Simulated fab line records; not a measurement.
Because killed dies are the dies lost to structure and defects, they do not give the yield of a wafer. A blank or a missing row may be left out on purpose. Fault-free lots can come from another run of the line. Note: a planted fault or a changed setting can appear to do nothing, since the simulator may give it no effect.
Split-lot experiment    flow n5Finfet    route with 1938 steps; 7 lots, 39 wafers read

== ON THE SPLIT ==
At N5_MOL_CONTACT_COAG_ALD_131 (deposits SiO2, target thk 5 nm, pulse time 1 s, co reactant pulse time 1 s), the setting aldCycles was moved away from the recipe's 35 on 15 of the 39 wafers read, by -57.1% to +34.3%. The other wafers ran this setting at the recipe's value.

The split's own step is where the reading is taken.

== THE READING ==
SiO2_of_MOL_CONTACT_COAG_ALD_131.thkNm (the simulator's own value, which no gauge read), in nm, at N5_MOL_CONTACT_COAG_ALD_131 (deposits SiO2, target thk 5 nm, pulse time 1 s, co reactant pulse time 1 s). No usual value for it is given in the file.

wafer   tool, chamber at the split  aldCycles as run  against the recipe  SiO2_of_MOL_CONTACT_COAG_ALD_131.thkNm, nm  against lot-mates on the recipe
L078.1  aldSin-02, 3,1,0            15                -57.1%              2.2                                         -2.8
L078.3  aldSin-02, 3,1,0            15                -57.1%              2.2                                         -2.8
L078.5  aldSin-02, 3,1,0            15                -57.1%              2.2                                         -2.8
L078.2  aldSin-02, 2,0,3            35                recipe              5                                           -
L078.4  aldSin-02, 2,0,3            35                recipe              5                                           -
L078.6  aldSin-02, 2,0,3            35                recipe              5                                           -
L079.4  aldSin-03, 1,0,1            35                recipe              5                                           -
L079.5  aldSin-03, 1,0,1            35                recipe              5                                           -
L079.6  aldSin-03, 1,0,1            35                recipe              5                                           -
L081.1  aldSin-01, 2,1,3            35                recipe              5                                           -
L081.3  aldSin-01, 2,1,3            35                recipe              5                                           -
L081.4  aldSin-01, 2,1,3            35                recipe              5                                           -
L081.2  aldSin-01, 0,1              26                -25.7%              3.6                                         -1.4
L081.6  aldSin-01, 0,1              26                -25.7%              3.6                                         -1.4
L081.5  aldSin-01, 2                26                -25.7%              3.8                                         -1.2
L084.1  aldSin-03, 2,1,2            35                recipe              5                                           -
L084.2  aldSin-03, 2,1,2            35                recipe              5                                           -
L084.5  aldSin-03, 2,1,2            35                recipe              5                                           -
L084.3  aldSin-03, 3,0,1            28                -20.0%              4                                           -1.0
L084.4  aldSin-03, 3,0,1            28                -20.0%              4                                           -1.0
L084.6  aldSin-03, 3,0,1            28                -20.0%              4                                           -1.0
L085.1  aldSin-01, 0,1,2            35                recipe              5                                           -
L085.2  aldSin-01, 0,1,2            35                recipe              5                                           -
L085.5  aldSin-01, 0,1,2            35                recipe              5                                           -
L085.3  aldSin-01, 3,2              47                +34.3%              6.8                                         +1.8
L085.4  aldSin-01, 3,2              47                +34.3%              6.8                                         +1.8
L085.6  aldSin-01, 1                47                +34.3%              6.6                                         +1.6
L095.1  aldSin-03, 1,2,2            25                -28.6%              3.6                                         -1.4
L095.4  aldSin-03, 1,2,2            25                -28.6%              3.6                                         -1.4
L095.5  aldSin-03, 1,2,2            25                -28.6%              3.6                                         -1.4
L095.2  aldSin-03, 0,3,1            35                recipe              5                                           -
L095.3  aldSin-03, 0,3,1            35                recipe              5                                           -
L095.6  aldSin-03, 0,3,1            35                recipe              5                                           -
L097.1  aldSin-03, 2,3,1,0,3,2      35                recipe              5                                           -
L097.2  aldSin-03, 2,3,1,0,3,2      35                recipe              5                                           -
L097.3  aldSin-03, 2,3,1,0,3,2      35                recipe              5                                           -
L097.4  aldSin-03, 2,3,1,0,3,2      35                recipe              5                                           -
L097.5  aldSin-03, 2,3,1,0,3,2      35                recipe              5                                           -
L097.6  aldSin-03, 2,3,1,0,3,2      35                recipe              5                                           -
Rows listing several chambers each stand for several wafers; the file does not say which wafer went through which chamber.

FIT RESULTS
A straight line over all 39 wafers: SiO2_of_MOL_CONTACT_COAG_ALD_131.thkNm changes by +0.0497 nm for each +1% of aldCycles; r = +1.00; the points scatter about the line by 0.044 nm.
The same after taking each lot's own level away (the mean of its wafers on the recipe; 39 wafers): +0.0497 nm for each +1%; r = +1.00; scatter 0.044 nm.
The reading moves by 2.8 nm for the largest change in aldCycles, on that fit.
The lots' own levels span 5.00 to 5.00 nm.
The two slopes are in agreement: the lot-to-lot level therefore moves the slope only a little.
Check: with one of the wafers moved furthest among these (-57.1%) left out of the fit, the line predicts -2.84 nm for it against its lot-mates. It came out at -2.8 nm against them.

== OTHER SPLITS APPLIED TO THESE WAFERS ==
These wafers also went through other splits before the reading. Each is held against what the fit with the lots' levels taken away leaves over:
other split on the same wafers  wafers away from the commonest value  r with SiO2_of_MOL_CONTACT_COAG_ALD_131.thkNm (lot level and that fit taken away)
N5_SD_EPI_P_DESCUM_14 timeS     15                                    -0.03

== FILE'S OWN FIT ==
SiO2_of_MOL_CONTACT_COAG_ALD_131.thkNm changes by +0.0497 nm for each +1% of aldCycles, r = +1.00.
